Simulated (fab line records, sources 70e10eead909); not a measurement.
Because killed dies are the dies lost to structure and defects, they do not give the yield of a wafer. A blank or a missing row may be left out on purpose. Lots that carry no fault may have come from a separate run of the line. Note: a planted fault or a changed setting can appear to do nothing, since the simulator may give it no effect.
Comparing a struck lot with a sound one	flow nand harc	14 out of 1302 route steps
Sound: the wafers L635.4, L635.5, L635.6. Struck: wafers L648.3, L648.5. (L648.6 of the same lot was not struck and is left out.) The cause comes at the end.
Order at every step that has rows: each side's tool, ch and its chambers, its first start. Under that, the readings that differ: sound wafers	struck wafers	difference of the means	sigmas: that difference in standard deviations of wafers without a fault.
alike: readings whose means differ by less than 2 such deviations, and words and numbers that are the same on both sides. not compared: withheld readings, readings that some wafer has no value for, bounds like >300 that may hide the same value, and numbers for which the record gives no deviation and whose values overlap.
A row with sigmas, a row that says differs or no value, or rows on one side alone: a step with any of these is where the two part. When numbers do not overlap yet have no deviation, they are printed without sigmas and do not part them. Lack of a reading on every wafer of one side parts them only where that side has two or more wafers.

first, 7 steps without rows for these wafers: NHARC_A_M1_COAT_34 (time 65 s); NHARC_A_M1_COAT_03 (resist thk 90 nm); NHARC_A_M1_SOFTBAKE_04 (time 55 s); NHARC_A_M1_EBR_05; NHARC_A_M1_EXPOSE_06 (exposes mask A M1, target cd 120 nm); NHARC_A_M1_PEB_07 (peb time 65 s); NHARC_A_M1_DEVELOP_08 (develop time 35 s).
NHARC_A_M1_CD_MEAS_09: the cd target is 120 nm.
  sound on cd sem-01 ch 0, day 23 13:53; struck on cd sem-03 ch 0, day 28 11:39
  alike: cd nm
NHARC_A_M1_OVL_MEAS_10: pitch 240 nm.
  sound: overlay-01 at day 23 13:58; struck: overlay-01 at day 28 11:44
reading	sound	struck	difference	sigmas
overlay x nm (nm)	0.6 0.4 0.4	-0.9 -2.2	-2.0	-2
  alike: overlay y nm
NHARC_A_M1_INSPECT_11:
  sound: defect inspect-02 at day 23 14:00; struck: defect inspect-02 at day 28 11:46
  alike: raw defect count
NHARC_A_M1_DESCUM_14: chemistry O2, time 3 s.
  sound on rie diel-03 ch 0,1,2, day 23 14:06; struck on rie diel-03 ch 0,3, day 28 11:50
  alike: drypump motor current A, oes product au, rf vpp V, showerhead plenum p Torr, throttle valve pct
  not compared: rf hours counter h
NHARC_A_M1_ETCH_35: etches the open film in N2/H2, target depth 40 nm, overetch 12 nm, time 43.94 s.
  sound on rie diel-03 ch 0,1,2, day 23 14:11; struck on rie diel-03 ch 1,3, day 28 11:56
  alike: drypump motor current A, oes product au, rf vpp V, run length s, showerhead plenum p Torr, throttle valve pct
  not compared: rf hours counter h
NHARC_A_M1_ETCH_15: etches the open film in C4F8/Ar, target depth 182.5 nm, time 91.2 s.
  sound on rie diel-03 ch 0,1,2, day 23 14:18; struck on rie diel-03 ch 1, day 28 12:01
reading	sound	struck	difference	sigmas
run length s (s)	112.7 112.7 111.8	102.4 102.4	-10.0	-26
  alike: oes product au, rf vpp V
  not compared: rf hours counter h
NHARC_A_M1_CD_MEAS_16:
  sound: cd sem-03 at day 23 14:25; struck: cd sem-03 at day 28 12:08
  alike: cd nm

== WHERE THEY PART ==
Earliest at NHARC_A_M1_OVL_MEAS_10; latest, in this record, at NHARC_A_M1_ETCH_15. Later steps at which nothing parts them and some readings are alike: NHARC_A_M1_CD_MEAS_16.

WHY: the cause the simulator had injected
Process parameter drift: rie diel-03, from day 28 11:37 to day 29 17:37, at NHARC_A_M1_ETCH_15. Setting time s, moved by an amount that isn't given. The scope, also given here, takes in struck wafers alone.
